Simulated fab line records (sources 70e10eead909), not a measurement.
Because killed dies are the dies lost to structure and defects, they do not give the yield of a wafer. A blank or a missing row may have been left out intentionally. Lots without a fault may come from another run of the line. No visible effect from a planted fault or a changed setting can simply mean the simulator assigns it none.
Matching of chambers    flow nandHarc    4 sister chambers for NHARC_A_M1_ETCH_35 on rieDiel-02
The step etches the open film in N2/H2, target depth 40 nm, overetch 12 nm, time 43.94 s. 33 wafers are shown with their chamber, then 12 later ones without.

== WAFERS PAIRED WITH THEIR CHAMBERS ==
wafer   chamber  drypumpMotorCurrentA (A)  rfVppV (V)  oesProductAu (a.u.)
L077.2  0        5.9                       425         0.985
L077.3  1        6.2                       436         0.996
L077.5  1        6.2                       435         1.001
L078.3  0        5.8                       424         0.985
L078.4  3        5.6                       433         0.994
L078.6  2        5.2                       432         1.001
L082.1  2        5.1                       433         1.013
L082.2  1        6.2                       434         1.005
L082.6  1        6.2                       434         1.017
L081.1  3        5.6                       433         0.992
L081.2  1        6.2                       434         1.001
L081.5  2        5.2                       433         1.009
L084.4  1        6.2                       434         1.006
L084.5  2        5.2                       434         1.002
L084.6  3        5.6                       431         1.002
L086.1  2        5.2                       433         0.998
L086.3  0        5.8                       425         0.978
L086.6  2        5.2                       433         1.008
L085.1  3        5.6                       433         0.999
L085.4  1        6.2                       434         1.016
L085.6  0        5.8                       425         0.967
L089.1  1        6.2                       435         1.008
L089.3  2        5.2                       434         1.000
L089.5  1        6.2                       435         1.009
L088.3  3        5.6                       432         1.001
L088.4  0        5.8                       425         0.968
L088.5  0        5.8                       425         0.974
L092.1  0        5.8                       427         0.974
L092.4  1        6.2                       435         1.001
L092.5  1        6.2                       435         1.000
L090.1  3        5.6                       432         0.995
L090.4  2        5.2                       433         0.997
L090.5  1        6.2                       435         1.003

SIGNATURES (means of the wafers above)
reading               chamber 0  chamber 1  chamber 2  chamber 3  scatter within a chamber
drypumpMotorCurrentA  5.814      6.200      5.188      5.600      0.0244
rfVppV                425.14     434.67     433.12     432.33     0.737
oesProductAu          0.97586    1.00525    1.00350    0.99717    0.00611
Rule: distance of a wafer from a chamber = root of the sum over the readings of ((wafer's reading minus chamber's mean) / reading's scatter) squared. If the next closest chamber is less than 2 further off than the closest, the wafer can't be placed; otherwise it belongs to the closest. The scatter: the root of (the sum of the squares of (reading less its chamber's mean) over the shown wafers, divided by (wafers less chambers)).

== WAFERS WITHOUT THEIR CHAMBER ==
wafer   drypumpMotorCurrentA (A)  rfVppV (V)  oesProductAu (a.u.)
L093.1  5.6                       430         0.998
L093.4  6.2                       435         1.002
L093.5  5.2                       433         1.006
L095.2  5.2                       433         1.008
L095.3  5.8                       426         0.976
L095.6  6.2                       434         1.014
L097.3  6.2                       432         1.016
L097.4  5.2                       433         1.012
L097.6  5.6                       431         1.012
L094.1  5.9                       426         0.975
L094.2  6.2                       434         1.011
L094.4  5.2                       432         1.012

== WHICH CHAMBER EACH ONE RAN IN ==
wafer   from the rows above  in truth
L093.1  3                    3
L093.4  1                    1
L093.5  2                    2
L095.2  2                    2
L095.3  0                    0
L095.6  1                    1
L097.3  1                    1
L097.4  2                    2
L097.6  3                    3
L094.1  0                    0
L094.2  1                    1
L094.4  2                    2
Correctly placed: 12 of 12. Number that these rows cannot place: 0. Number placed wrongly: 0.
